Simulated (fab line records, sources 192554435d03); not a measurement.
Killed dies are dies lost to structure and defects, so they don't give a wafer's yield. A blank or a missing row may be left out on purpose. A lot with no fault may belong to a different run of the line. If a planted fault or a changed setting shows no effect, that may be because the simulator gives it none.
A lot that was struck, set against a sound lot + flow n5Finfet + 39 steps out of a route of 1938
Sound: wafers L104.2, L104.4, L104.5. Struck: wafer L101.6 (L101.2, L101.3, from the same lot, were not struck and are left out); the cause is given at the end.
Each step with rows lists, per side, the tool, then ch with its chambers, then its first start. Under that, the readings that differ: sound wafers + struck wafers + difference of the means + sigmas: that difference in standard deviations of wafers without a fault.
alike: readings whose means differ by less than 2 such deviations, and words and numbers that are the same on both sides. not compared: withheld readings, readings that some wafer has no value for, bounds like >300 that may hide the same value, and numbers for which the record gives no deviation and whose values overlap.
Wherever a step has rows on one side only, a row that says differs or no value, or a row with sigmas, the two part there. Numbers that don't overlap but have no deviation are shown without sigmas and don't part them. Lack of a reading on every wafer of one side parts them only where that side has two or more wafers.

first, 11 steps without rows for these wafers: N5_BEOL_M2_STRIP_65 (strips in N2/H2); N5_BEOL_M2_STRIP_75 (strips in N2/H2); N5_BEOL_M2_STRIP_66 (strips in CF4); N5_BEOL_M2_HM_OPEN_17 (chemistry Cl2/BCl3, target TiN, target depth 20 nm, overetch 6 nm); N5_BEOL_M2_STRIP_19 (strips in O2); N5_BEOL_M2_COAT_67 (time 60 s, resist thk 60 nm); N5_BEOL_M2_COAT_68 (time 60 s, resist thk 12 nm); N5_BEOL_M2_COAT_76 (time 60 s, resist thk 5 nm); N5_BEOL_M2_COAT_22 (resist thk 30 nm); N5_BEOL_M2_EBR_24; N5_BEOL_M2_SOFTBAKE_23 (time 60 s).
N5_BEOL_M2_EXPOSE_25: exposes mask V1, defocus 5 nm.
  sound on euvScanner-02 ch 0, day 12 06:18; struck on euvScanner-01 ch 0, day 11 21:58
  alike: mask, exposureDoseMJCm2
then, 2 steps without rows for these wafers: N5_BEOL_M2_PEB_26 (peb time 60 s); N5_BEOL_M2_DEVELOP_27 (develop time 30 s).
N5_BEOL_M2_CD_MEAS_28: target cd 26.2 nm, target cd y 24.1 nm.
  sound on cdSem-03 ch 0, day 12 06:26; struck on cdSem-01 ch 0, day 11 22:06
| reading   | sound             | struck | difference | sigmas |
|-----------|-------------------|--------|------------|--------|
| cdNm (nm) | 26.43 26.02 26.14 | 10.80  | -15.40     | -64    |
then, 22 steps without rows for these wafers: N5_BEOL_M2_DESCUM_33 (chemistry O2, time 7 s); N5_BEOL_M2_ETCH_77 (etches underlayer in N2/H2, target depth 6.5 nm, time 5.2 s); N5_BEOL_M2_ETCH_69 (etches SiARC in CF4, target depth 15.6 nm, time 26 s); N5_BEOL_M2_ALD_98 (deposits SiO2, target thk 2.5 nm, pulse time 1 s, co reactant pulse time 1 s); N5_BEOL_M2_ETCHBACK_99 (etches SiO2 in CHF3, target depth 5 nm, time 10.4 s); N5_BEOL_M2_ETCH_70 (etches SOC in N2/H2, target depth 80 nm, overetch 24 nm, time 130 s); N5_BEOL_M2_STRIP_71 (strips in N2/H2); N5_BEOL_M2_STRIP_78 (strips in N2/H2); N5_BEOL_M2_VIA_ETCH_34 (etches the open film in C4F6/O2, target depth 69.4 nm, time 65.9 s); N5_BEOL_M2_STRIP_83 (strips in C4F6/O2); N5_BEOL_M2_STRIP_36 (strips in N2/H2); N5_BEOL_M2_TRENCH_ETCH_37 (etches SiOC in C4F6/O2, target depth 55.555 nm, time 29.2 s); N5_BEOL_M2_ETCH_41 (etches SiCN in CH3F/O2, target depth 29.9 nm, time 52.5 s); N5_BEOL_M2_STRIP_97 (strips in N2/H2, time 10 s); N5_BEOL_M2_HM_STRIP_39 (strips TiN in peroxide tin strip, target depth 25 nm, time 158 s); N5_BEOL_M2_SRD_40 (time 30 s); N5_BEOL_M2_PRECLEAN_42 (cleans in residue remover, time 60 s); N5_BEOL_M2_SRD_43 (time 30 s); N5_BEOL_M2_DEGAS_44 (time 60 s); N5_BEOL_M2_PRE_CLEAN_45 (time 30 s); N5_BEOL_M2_ALD_84 (deposits TaN, pulse time 2 s, purge time 3 s, co reactant purge time 2 s); N5_BEOL_M2_SURFACE_TREAT_85.
N5_BEOL_M4_RC_MEAS_101:
  the record has rows for the sound wafers here (prober-02 ch 0, day 14 22:04) and none for the struck ones
-- record jumps: 7 days separate the struck wafers' starts on either side; left off in module BEOL_M4, taken up again in module PASSIVATION, whose first shown step is the route's number 1936 --
N5_PASSIVATION_PROBE_49:
  the record has rows for the struck wafers here (prober-01, day 18 23:50) and none for the sound ones

## WHERE THEY PART
First at N5_BEOL_M2_CD_MEAS_28; last, within this record, at N5_PASSIVATION_PROBE_49.

WHY: the cause the simulator had injected
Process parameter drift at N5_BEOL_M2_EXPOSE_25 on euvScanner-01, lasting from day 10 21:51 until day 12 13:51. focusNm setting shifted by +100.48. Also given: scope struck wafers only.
